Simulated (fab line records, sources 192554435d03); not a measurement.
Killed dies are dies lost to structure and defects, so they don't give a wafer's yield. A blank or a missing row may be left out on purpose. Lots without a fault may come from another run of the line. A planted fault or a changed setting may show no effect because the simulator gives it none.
fab line records | flow n5_finfet
record lots=3 wafers=9 last_day=18
route steps=1938 shown PMOS_HMC_CHANNEL_EPI@84 FIN_SAQP@90 STI_FIN_REVEAL@196 BEOL_M4@1111 PASSIVATION@1936
lots that met no fault: from a run of the same line without faults
start_h: hours from the record's first day to the start of the lot's first wafer shown | wait_h: hours since the lot's step before | " the same as in the row above | L1.1+2: a row that stands for several wafers | - no value, or no start given | * or withheld: withheld | < > ~ a bound
route shown NAME@n: a module of which the file shows steps, and the number in the route of the first | usual: mean/standard deviation of fault-free wafers | same: alike in all rows | chamber/n: place in a boat | sites: the reading at each site | _std_site: their standard deviation | _edge_site: outer sites' mean less inner sites' | radius_mm: how far each site lies from the wafer's centre | mask NAME#n: copy n | behind: the tool/chamber that last shaped the wafer | hold: why the lot was held/for how many hours/how that ended | device: the transistor (n, p or np) that didn't switch | end of line: the same wafers' tests at the end of the route | a step without rows: its recipe alone | killed: dies lost to structure and defects at the first sort, not the wafer's yield | map: a wafer's dies, x killed, . not, _ none there
set.NAME: the setting as run; set.NAME@STEP: as run at that earlier step | model.NAME: the simulator's own value behind a step, which no gauge read
lots at some steps of the route; a table a step, a row a wafer
services: from which hour (start_h, from the record's first day; less than 0 if before it) a tool's chamber was out of use, for how many hours, and why
## steps
# step N5_PMOS_HMC_CHANNEL_EPI_PRECLEAN_37
# recipe chemistry=O3/DIW time_s=45 temp_c=22 o3_ppm=10
# step N5_PMOS_HMC_CHANNEL_EPI_PRECLEAN_24
# recipe chemistry=DHF time_s=30 temp_c=25 dilution=withheld
# step N5_PMOS_HMC_CHANNEL_EPI_SRD_25
# recipe dry=ipa_marangoni do_ppb=5 time_s=30 temp_c=23 rinse_liquid=diw
# step N5_PMOS_HMC_CHANNEL_EPI_EPI_26
# recipe material=Si target_thk_a=38 temp_c=650 precursor=SiH4/H2 pressure_torr=20 time_s=22.7
# step N5_FIN_SAQP_PRECLEAN_42
# recipe chemistry=O3/DIW time_s=60 temp_c=22 o3_ppm=10
# step N5_FIN_SAQP_PRECLEAN_00
# recipe chemistry=SC1 time_s=60 temp_c=55 mix=1:2:50
# step N5_FIN_SAQP_PRECLEAN_44
# recipe chemistry=SC2 time_s=45 temp_c=35 mix=1:1:50
# step N5_FIN_SAQP_SRD_01
# recipe dry=ipa_marangoni time_s=30 temp_c=23 rinse_liquid=diw
# step N5_FIN_SAQP_ALD_61
# recipe material=SiO2 target_thk_a=40 temp_c=300 ald_precursor_family=BDEAS ald_co_reactant=O2-plasma pulse_time_s=1 purge_time_s=2 co_reactant_purge_time_s=2 ald_cycles=43 pressure_torr=2
# step N5_FIN_SAQP_DENSIFY_62
# recipe temp_c=700 time_s=60 ambient=N2 idle_temp_c=600 ramp_up_c_per_s=150 ramp_down_c_per_s=60 cool_to_c=600
# step N5_FIN_SAQP_HM_DEP_03
# recipe material=SiNx target_thk_a=380 temp_c=400 precursor=SiH4/NH3/N2 pressure_torr=1.5 rf_w=300 time_s=33.6
# usual heater_power_w=749/81 showerhead_plenum_p_Torr=5.11/0.063 throttle_valve_pct=39.0/1.8
# columns lot.wafer tool chamber start_h wait_h heater_power_w showerhead_plenum_p_Torr throttle_valve_pct model.SiNx_of_FIN_SAQP_HM_DEP_03.thk_nm
L697.2 pecvd-02 1 93.72 0.2 689 5.14 41.7 37.32
L697.3 " 1 " " 690 5.13 41.6 38.1
L697.5 " 2 " " 581 5.04 38.9 37.8
L698.2 pecvd-02 1 101.47 0.2 758 5.13 41.8 37.74
L698.3 " 0 " " 720 5.20 40.8 37.6
L698.6 " 0 " " 711 5.20 40.7 53.95
L708.2 pecvd-04 1 161.39 0.2 633 5.19 41.7 36.57
L708.4 " 1 " " 634 5.20 41.9 37.27
L708.6 " 2 " " 659 5.16 38.3 37.96
# step N5_FIN_SAQP_THK_MEAS_05
# usual thk_nm=38.1/0.59
# columns lot.wafer tool chamber start_h wait_h thk_nm
L697.2 film_metro-01 - 93.83 0.1 37.2
L697.3 " - " " 38.1
L697.5 " - " " 37.8
L698.2 film_metro-01 - 101.56 0.1 37.7
L698.3 " - " " 37.6
L698.6 " - " " 54.0
L708.2 film_metro-01 - 161.48 0.1 36.5
L708.4 " - " " 37.2
L708.6 " - " " 38.0
# step N5_FIN_SAQP_PECVD_47
# recipe material=a-Si target_thk_a=450 temp_c=400 precursor=SiH4/He pressure_torr=3 rf_w=100 time_s=36.3
# step N5_FIN_SAQP_PECVD_48
# recipe material=SiNx target_thk_a=250 temp_c=400 precursor=SiH4/NH3/N2 pressure_torr=1.5 rf_w=300 time_s=22.1
# step N5_FIN_SAQP_PECVD_06
# recipe material=a-Si target_thk_a=600 temp_c=400 precursor=SiH4/He pressure_torr=3 rf_w=100 time_s=48.1
# step N5_FIN_SAQP_HM_DEP_72
# recipe material=SiO2 target_thk_a=120 temp_c=400 precursor=SiH4/N2O pressure_torr=0.75 rf_w=275 time_s=7.2
# step N5_FIN_SAQP_COAT_49
# recipe resist=SOC temp_c=250 time_s=60 spin_rpm=1500 resist_thk_nm=100
# step N5_FIN_SAQP_COAT_50
# recipe resist=SiARC temp_c=220 time_s=60 spin_rpm=1500 resist_thk_nm=35
# step N5_FIN_SAQP_COAT_10
# recipe resist=CAR-ArF spin_rpm=1500 resist_thk_nm=90
# step N5_FIN_SAQP_EBR_12
# recipe solvent=PGMEA ebr_width_mm=1.5
# step N5_FIN_SAQP_SOFTBAKE_11
# recipe temp_c=110 time_s=60 resist=CAR-ArF
# step N5_FIN_SAQP_EXPOSE_13
# recipe mask_id=FIN_CORE na=1.35 source_shape=dipole sigma_inner=0.538 sigma_outer=0.738 polarization=te target_cd_nm=35.6 dose_mj=63.25
# step N5_FIN_SAQP_PEB_14
# recipe peb_temp_c=withheld peb_time_s=60 resist=CAR-ArF
# step N5_FIN_SAQP_DEVELOP_15
# recipe develop_time_s=30 developer=TMAH resist=CAR-ArF dev_temp_c=23 rinse_liquid=diw dry=air_spin
# step N5_FIN_SAQP_DESCUM_21
# recipe chemistry=O2 time_s=7.9 source_power_w=50 bias_power_w=20 pressure_mtorr=20 rf_frequency_hz=2.712e+07 temp_c=40 resist=CAR-ArF o2_flow_sccm=225
# step N5_FIN_SAQP_ETCH_51
# recipe chemistry=CF4 target=SiARC target_depth_a=455 mask_material=CAR-ArF time_s=75.8 ion_energy_ev=80 pressure_mtorr=40 source_w=545 bias_w=36 Ar_flow_sccm=100 cf4_flow_sccm=100 ends=cleared
# step N5_FIN_SAQP_ETCH_52
# recipe chemistry=N2/H2 target=SOC target_depth_a=1000 overetch_a=200 mask_material=SiARC temp_c=40 time_s=150 ion_energy_ev=200 pressure_mtorr=30 source_w=840 bias_w=150 n2_flow_sccm=200 h2_flow_sccm=200 ends=end_point
# step N5_FIN_SAQP_STRIP_53
# recipe chemistry=N2/H2 temp_c=40 n2_flow_sccm=200 h2_flow_sccm=200 rf_frequency_hz=6e+07
# step N5_FIN_SAQP_HM_OPEN_73
# recipe chemistry=CHF3/O2 target=SiO2 stop_on=a-Si target_depth_a=120 over_etch_frac=1.8 mask_material=SOC time_s=16.8 pressure_mtorr=30 source_w=650 bias_w=170 Ar_flow_sccm=200 CHF3_flow_sccm=50 O2_flow_sccm=5 ion_energy_ev=200 ends=end_point
# step N5_FIN_SAQP_STRIP_74
# recipe chemistry=CHF3/O2 resist=SiARC rf_frequency_hz=6e+07
# step N5_FIN_SAQP_MANDREL_ETCH_22
# recipe target_depth_a=600 chemistry=HBr/Cl2 target=a-Si stop_on=SiNx bt_time_s=10 over_etch_frac=0.5 time_s=30 pressure_mtorr=10 icp_w=800 bias_w=75 HBr_flow_sccm=150 Cl2_flow_sccm=80 ends=end_point
# step N5_FIN_SAQP_STRIP_55
# recipe chemistry=N2/H2 power_w=500 temp_c=40 pressure_mtorr=50 rf_frequency_hz=6e+07 overash_fraction=0.3 bias_power_w=28 h2_frac=0.5 n2_flow_sccm=300 h2_flow_sccm=300
# step N5_FIN_SAQP_STRIP_23
# recipe chemistry=SPM time_s=750 temp_c=130 h2so4_h2o2_vol_ratio=4
# step N5_FIN_SAQP_SRD_66
# recipe dry=ipa_marangoni time_s=30 temp_c=23 rinse_liquid=diw
# step N5_FIN_SAQP_RECESS_75
# recipe chemistry=HF/NH3 target=SiO2 target_depth_a=144 afs_cycles=3 temp_c=30 sublimation_temp_c=180 sublimation_time_s=60
# step N5_FIN_SAQP_SPACER1_ALD_24
# recipe material=SiO2 target_thk_a=203 temp_c=300 ald_precursor_family=BDEAS ald_co_reactant=O2-plasma pulse_time_s=1 purge_time_s=2 co_reactant_purge_time_s=2 ald_cycles=218 pressure_torr=2
# step N5_FIN_SAQP_HM_OPEN_33
# recipe chemistry=CH3F/O2 target=SiNx mask_material=SiO2 target_depth_a=494 time_s=70.6 pressure_mtorr=30 source_w=395 bias_w=73 Ar_flow_sccm=150 CH3F_flow_sccm=30 O2_flow_sccm=20 ion_energy_ev=120 ends=cleared
# usual bias_w=72.99/0.21 chamber_pressure_mTorr=30.001/0.029 drypump_motor_current_A=5.8/0.45 etch_rf_on_time_s=69.4/1.6 oes_ar_750_au=0.75/0.065 oes_product_au=0.64/0.06 rf_vpp_V=300/5.3 showerhead_plenum_p_Torr=2.02/0.07 throttle_valve_pct=16.41/0.18
# columns lot.wafer tool chamber start_h wait_h bias_w chamber_pressure_mTorr drypump_motor_current_A etch_rf_on_time_s oes_ar_750_au oes_product_au rf_hours_counter_h rf_vpp_V showerhead_plenum_p_Torr throttle_valve_pct model.etch.depth_nm
L697.2 rie_diel-02 0 101.02 0.1 73.39 30.039 6.3 67.1 0.78 0.66 125 299 1.85 16.43 36.59
L697.3 " 2 " " 73.24 30.024 5.8 70.5 0.70 0.60 219 311 1.97 16.56 37.47
L697.5 " 2 " " 73.06 30.004 5.8 69.9 0.69 0.60 - 310 1.97 16.56 37.15
L698.2 rie_diel-05 3 108.44 0.0 73.04 30.003 6.5 67.7 0.73 0.63 177 300 2.08 16.61 37.11
L698.3 " 2 " " 73.13 30.058 5.5 71.0 0.68 0.58 250 306 1.97 16.39 36.95
L698.6 " 3 " " 73.13 30.013 6.5 97.3 0.73 0.63 - 301 2.08 16.62 53.3
L708.2 rie_diel-03 0 166.79 0.0 73.02 29.967 6.3 68.2 0.68 0.57 234 295 1.96 16.50 35.91
L708.4 " 1 " " 72.93 29.996 6.3 69.0 0.78 0.65 116 289 2.02 16.39 36.64
L708.6 " 1 " " 72.63 29.981 6.3 69.2 0.79 0.67 - 289 2.02 16.38 37.3
# step N5_FIN_SAQP_ETCH_64
# recipe chemistry=CF4 target=SiO2 target_depth_a=15 ion_energy_ev=350 pressure_mtorr=10 icp_w=800 bias_w=400 cf4_flow_sccm=80
# usual bias_w=400.1/1.2 chamber_pressure_mTorr=10.000/0.0087 drypump_motor_current_A=5.47/0.26 oes_product_au=0.989/0.02 throttle_valve_pct=21.68/0.29
# columns lot.wafer tool chamber start_h wait_h bias_w chamber_pressure_mTorr drypump_motor_current_A oes_product_au rf_hours_counter_h throttle_valve_pct model.FIN_SAQP.cd_nm
L697.2 rie_si-03 0 101.28 0.0 399.9 9.984 5.98 0.974 112 22.32 8.2
L697.3 " 1 " " 398.6 10.008 5.21 0.989 33 21.59 8
L697.5 " 1 " " 399.7 9.993 5.20 0.999 - 21.60 8
L698.2 rie_si-01 0 108.71 0.0 401.3 9.994 5.73 0.996 134 21.82 8.4
L698.3 " 3 " " 401.5 10.009 5.39 0.973 96 21.42 8
L698.6 " 3 " " 401.5 9.997 5.40 0.964 - 21.42 7.8
L708.2 rie_si-03 2 167.05 0.0 399.5 10.014 5.53 0.993 67 21.21 8
L708.4 " 3 " " 398.9 9.998 5.13 0.985 177 21.67 8
L708.6 " 3 " " 399.3 9.992 5.12 0.972 - 21.67 7.8
# step N5_STI_FIN_REVEAL_RECESS_09
# recipe chemistry=HF/NH3 target=SiO2 afs_cycles=11 target_depth_a=425 temp_c=30 sublimation_temp_c=180 sublimation_time_s=60
# usual drypump_motor_current_A=5.84/0.22
# columns lot.wafer tool chamber start_h wait_h drypump_motor_current_A model.SiNx_of_FIN_SAQP_HM_DEP_03.thk_nm
L697.2 vapor_etch-02 1 109.34 0.0 6.09 17.4
L697.3 " 0 " " 6.02 18.2
L697.5 " 0 " " 6.02 18
L698.2 vapor_etch-02 1 116.74 0.0 6.11 18.2
L698.3 " 1 " " 6.09 18
L698.6 " 1 " " 6.11 34.2
L708.2 vapor_etch-02 1 175.92 0.0 6.13 16.2
L708.4 " 0 " " 6.01 17.6
L708.6 " 1 " " 6.09 18.2
# step N5_BEOL_M4_RC_MEAS_101
# usual DIBL_N=35.9/1.8 DIBL_P=36.2/2 IOFF_N=0.16/0.031 IOFF_P=0.22/0.041 ION_N=676/11 ION_P=465/8.5 SS_N=71.4/0.64 SS_P=73.2/0.7 VT_N=250/3.5 VT_P=-250/3.9
# columns lot.wafer tool chamber start_h wait_h DIBL_N[mV/V] DIBL_P[mV/V] IOFF_N[nA/um] IOFF_P[nA/um] ION_N[uA/um] ION_P[uA/um] SS_N[mV/dec] SS_P[mV/dec] VT_N[mV] VT_P[mV]
L697.2 prober-02 0 243.96 0.2 36.5 37.8 0.20 0.26 692 469 71.7 73.9 247 -246
L697.3 " 0 " " 35.1 36.4 0.16 0.23 681 473 71.8 74.0 252 -246
L697.5 " 0 " " 34.5 35.5 0.15 0.21 673 468 71.6 74.1 250 -248
L698.2 prober-01 0 252.18 0.2 35.5 38.2 0.18 0.24 689 474 71.0 73.8 247 -250
L698.3 " 0 " " 33.3 35.5 0.13 0.19 672 463 70.8 73.3 252 -253
L698.6 " 0 " " 31.9 33.1 0.11 0.16 654 449 70.3 72.0 258 -256
L708.2 prober-02 0 321.27 0.2 38.6 38.9 0.17 0.19 665 449 71.3 73.4 251 -254
L708.4 " 0 " " 34.5 34.8 0.11 0.14 645 443 70.4 72.2 254 -258
L708.6 " 0 " " 32.4 31.9 0.09 0.12 651 448 70.3 71.7 259 -260
# step N5_PASSIVATION_PROBE_49
# usual defect_limited_yield=91.3/1.3 killed_at_M0_to_M3=35/9.3 killed_at_M4_up=14/5.2 killed_at_contacts=12/5.9 killed_at_front_end=38/11 killed_at_other=4/3.7 killed_dies=103/15 killed_open=67/12 killed_short=34/8 sort_bin_5_function=5.1/0.88 sort_bin_6_memory=3.3/0.65 sort_n_pass=1077/15 sort_yield_pct=91.3/1.3
# same gross_dies=1180 killed_at_back_side=0 sort_bin_4_leakage[%]=0 sort_bin_8_speed[%]=0
# columns lot.wafer tool chamber start_h wait_h defect_limited_yield[%] killed_at_M0_to_M3 killed_at_M4_up killed_at_contacts killed_at_front_end killed_at_other killed_dies killed_open killed_short sort_bin_5_function[%] sort_bin_6_memory[%] sort_n_pass sort_yield_pct[%]
L698.6 prober-01 - 380.85 0.3 89.8 39 13 5 60 3 120 88 32 5.0 4.8 1060 89.8
# killed by level:class
L698.6 STI_FIN_REVEAL:geometric_particle:open=21 BEOL_M3:geometric_particle:open=16 BEOL_M2:geometric_particle:open=11 BEOL_M4:geometric_particle:open=8 FIN_SAQP:geometric_particle:open=7 FIN_SAQP:geometric_particle:short=6 DUMMY_GATE:geometric_particle:open=6 MOL_CONTACT_COAG:geometric_particle:open=5
## services
# columns tool chamber start_h hours kind
pecvd-04 0 88.82 5.5 scheduled_down
pecvd-02 0 93.37 2.1 scheduled_down
pecvd-02 0 108.36 12.0 repair
rie_diel-05 2 109.16 - clean
rie_diel-05 2 109.16 - consumable_replace:focus_ring
rie_diel-05 2 109.16 22.5 scheduled_down
rie_diel-05 2 109.16 22.5 vent_cycle
pecvd-02 2 119.90 5.5 scheduled_down
pecvd-04 1 127.87 2.1 scheduled_down
pecvd-02 2 133.82 2.1 scheduled_down
rie_diel-05 1 141.45 1.7 repair
pecvd-04 0 150.36 2.1 scheduled_down
vapor_etch-02 - 152.97 2.8 pm
pecvd-02 1 154.51 5.5 scheduled_down
vapor_etch-02 - 160.03 0.9 repair
## key
first_sign step=N5_FIN_SAQP_THK_MEAS_05 reading=thk_nm direction=up sigmas=27 usual=* struck=*
effect step=N5_FIN_SAQP_HM_OPEN_33 reading=etch_rf_on_time_s direction=up sigmas=17 usual=* struck=*
model_effect step=N5_FIN_SAQP_HM_DEP_03 value=SiNx_of_FIN_SAQP_HM_DEP_03.thk_nm without=38.33 struck=53.95
model_effect step=N5_FIN_SAQP_HM_OPEN_33 value=etch.depth_nm without=37.68 struck=53.3
model_effect step=N5_FIN_SAQP_ETCH_64 value=FIN_SAQP.cd_nm without=8.2 struck=7.8
model_effect step=N5_STI_FIN_REVEAL_RECESS_09 value=SiNx_of_FIN_SAQP_HM_DEP_03.thk_nm without=18.6 struck=34.2
met_at N5_FIN_SAQP_HM_DEP_03
struck_wafers L698.6
onset_between 93.72 101.47
fault kind=process_parameter_drift tool=pecvd-02 chamber=- onset_h=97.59 steps=N5_FIN_SAQP_HM_DEP_03 channel=time_s offset=* shape=step end_h=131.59 scope=struck_wafers_only acts_in=* stated=*
